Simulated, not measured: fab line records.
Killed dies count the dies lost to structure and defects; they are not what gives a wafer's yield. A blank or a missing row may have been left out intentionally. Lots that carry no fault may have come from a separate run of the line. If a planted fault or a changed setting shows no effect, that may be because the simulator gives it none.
Matching of chambers	flow nand harc	rie diel-07 running NHARC_A_CONTACT_ETCH_92: 4 sister chambers
The step etches the open film in CH3F/O2, target depth 40 nm, time 85.7 s. 14 wafers are shown with their chamber, then 7 later ones without.

WAFERS WITH THEIR CHAMBER
wafer	chamber	drypump motor current A (A)	showerhead plenum p Torr (Torr)	oes product au (a.u.)
L077.2	2	6.0	2.61	0.92
L077.4	1	5.4	2.42	0.94
L077.5	1	5.4	2.42	0.94
L080.2	1	5.4	2.42	1.01
L080.5	1	5.5	2.42	1.01
L080.6	2	6.0	2.61	1.01
L081.1	2	6.0	2.61	0.93
L081.4	0	6.3	2.55	0.91
L081.6	3	5.5	2.55	0.92
L088.1	2	6.0	2.60	0.92
L088.3	1	5.4	2.41	1.01
L088.6	0	6.3	2.54	0.91
L090.1	3	5.5	2.54	0.92
L090.3	2	6.0	2.60	0.92

SIGNATURES, as means of the wafers listed above
reading	chamber 0	chamber 1	chamber 2	chamber 3	scatter within a chamber
drypump motor current A	6.300	5.420	6.000	5.500	0.0283
showerhead plenum p Torr	2.5450	2.4180	2.6060	2.5450	0.00548
oes product au	0.9100	0.9820	0.9400	0.9200	0.0348
Rule: a wafer lies at a distance from a chamber equal to the root of the sum of squares, over the readings, of (its reading less the chamber's mean, divided by the reading's scatter). If the next closest chamber is less than 2 further off than the closest, the wafer can't be placed; otherwise it belongs to the closest. The scatter: take each reading less its chamber's mean, square it, sum over the shown wafers, divide by the number of wafers less the number of chambers, and take the root.

WAFERS MISSING THEIR CHAMBER
wafer	drypump motor current A (A)	showerhead plenum p Torr (Torr)	oes product au (a.u.)
L090.6	6.3	2.54	0.91
L093.2	5.5	2.54	0.93
L093.4	5.5	2.54	0.93
L093.5	5.4	2.41	0.94
L095.1	5.5	2.54	0.93
L095.2	6.3	2.54	0.92
L095.3	6.0	2.59	0.93

THE CHAMBER EACH PASSED THROUGH
wafer	from the rows above	in truth
L090.6	0	0
L093.2	3	3
L093.4	3	3
L093.5	1	1
L095.1	3	3
L095.2	0	0
L095.3	2	2
Correct placement for 7 of the 7. From these rows, 0 cannot be placed. 0 placed wrongly.
